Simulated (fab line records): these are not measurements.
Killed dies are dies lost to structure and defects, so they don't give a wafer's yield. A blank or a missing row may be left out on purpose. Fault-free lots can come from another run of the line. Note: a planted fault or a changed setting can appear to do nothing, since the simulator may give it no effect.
Split-lot study	flow n5 finfet	7 lots, 21 wafers read, on a route of 1938 steps

== THE SPLIT ==
At N5_BEOL_M7_DESCUM_33 (chemistry O2, time 7 s), the setting time s was moved away from the recipe's 7 s on 7 of the 21 wafers read, by -21.5% to +13.7%. All remaining wafers had this setting at the recipe value.

The reading is taken at the split's own step.

== THE READING ==
CAR-EUV_of_BEOL_M7_COAT_22.thk nm (the simulator's own value, which no gauge read), in nm, at N5_BEOL_M7_DESCUM_33 (chemistry O2, time 7 s). There is no usual value for it anywhere in the file. The 14 wafers here that ran the recipe average 26.0 nm, standard deviation 0.082 nm.

wafer	tool, chamber at the split	time s as run, s	against the recipe	CAR-EUV_of_BEOL_M7_COAT_22.thk nm, nm	against lot-mates on the recipe
L075.1	rie diel-01, 1,2	7	recipe	26	-
L075.2	rie diel-01, 1,2	7	recipe	26	-
L075.5	rie diel-01, 0	7	recipe	26.2	-
L080.2	rie diel-02, 2,3	5.497	-21.5%	26.8	+0.8
L080.6	rie diel-02, 2,3	5.497	-21.5%	26.8	+0.8
L080.5	rie diel-02, 0	7	recipe	26	-
L081.1	rie diel-01, 0	7.623	+8.9%	25.6	-0.4
L081.3	rie diel-01, 3,0	7	recipe	26	-
L081.5	rie diel-01, 3,0	7	recipe	26	-
L084.1	rie diel-01, 1	7.572	+8.2%	25.8	-0.3
L084.2	rie diel-01, 2	7	recipe	26.2	-
L084.3	rie diel-01, 0	7	recipe	26	-
L088.2	rie diel-04, 1,0	7	recipe	26	-
L088.3	rie diel-04, 1,0	7	recipe	26	-
L088.5	rie diel-04, 3	7	recipe	26.2	-
L096.1	rie diel-02, 2,3	7	recipe	26	-
L096.3	rie diel-02, 2,3	7	recipe	26	-
L096.2	rie diel-02, 0	7.959	+13.7%	25.4	-0.6
L092.1	rie diel-02, 2	7	recipe	26	-
L092.4	rie diel-02, 3	6.141	-12.3%	26.6	+0.6
L092.5	rie diel-02, 2	6.141	-12.3%	26.4	+0.4
When a row names more than one chamber, that row covers several wafers, and the file does not tell which wafer ran in which chamber.

FIT RESULTS
A straight line over all 21 wafers: CAR-EUV_of_BEOL_M7_COAT_22.thk nm changes by -0.0379 nm for each +1% of time s; r = -0.97; the points scatter about the line by 0.088 nm.
The same after taking each lot's own level away (the mean of its wafers on the recipe; 21 wafers): -0.0392 nm for each +1%; r = -0.98; scatter 0.074 nm.
That fit puts the effect of the largest move of time s on the reading at 0.84 nm.
Across the lots, their own levels run from 26.00 to 26.10 nm, a range of 1.2 times the standard deviation given above.
The two slopes agree, so the slope changes little with the lot-to-lot level.
Check: with one of the wafers moved furthest among these (-21.5%) left out of the fit, the line predicts +0.852 nm for it against its lot-mates. It came out at +0.8 nm against them.

== ADDITIONAL SPLITS CARRIED BY THESE WAFERS ==
Other splits were also applied to these wafers ahead of the reading. Each is held against what the fit with the lots' levels taken away leaves over:
other split on the same wafers	wafers away from the commonest value	r with CAR-EUV_of_BEOL_M7_COAT_22.thk nm (lot level and that fit taken away)
N5_BEOL_M5_ETCH_72 bias w	9	-0.07
N5_BEOL_M5_ETCH_62 source w	6	+0.01
N5_BEOL_M6_PECVD_70 temp c	10	-0.06
N5_BEOL_M6_TRENCH_ETCH_37 source w	7	+0.07
N5_BEOL_M6_ALD_77 co reactant pulse time s	8	+0.10
N5_BEOL_M7_COAT_71 spin rpm	5	+0.14

== THE FILE'S OWN FIT ==
CAR-EUV_of_BEOL_M7_COAT_22.thk nm changes by -0.0397 nm for each +1% of time s, r = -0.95.
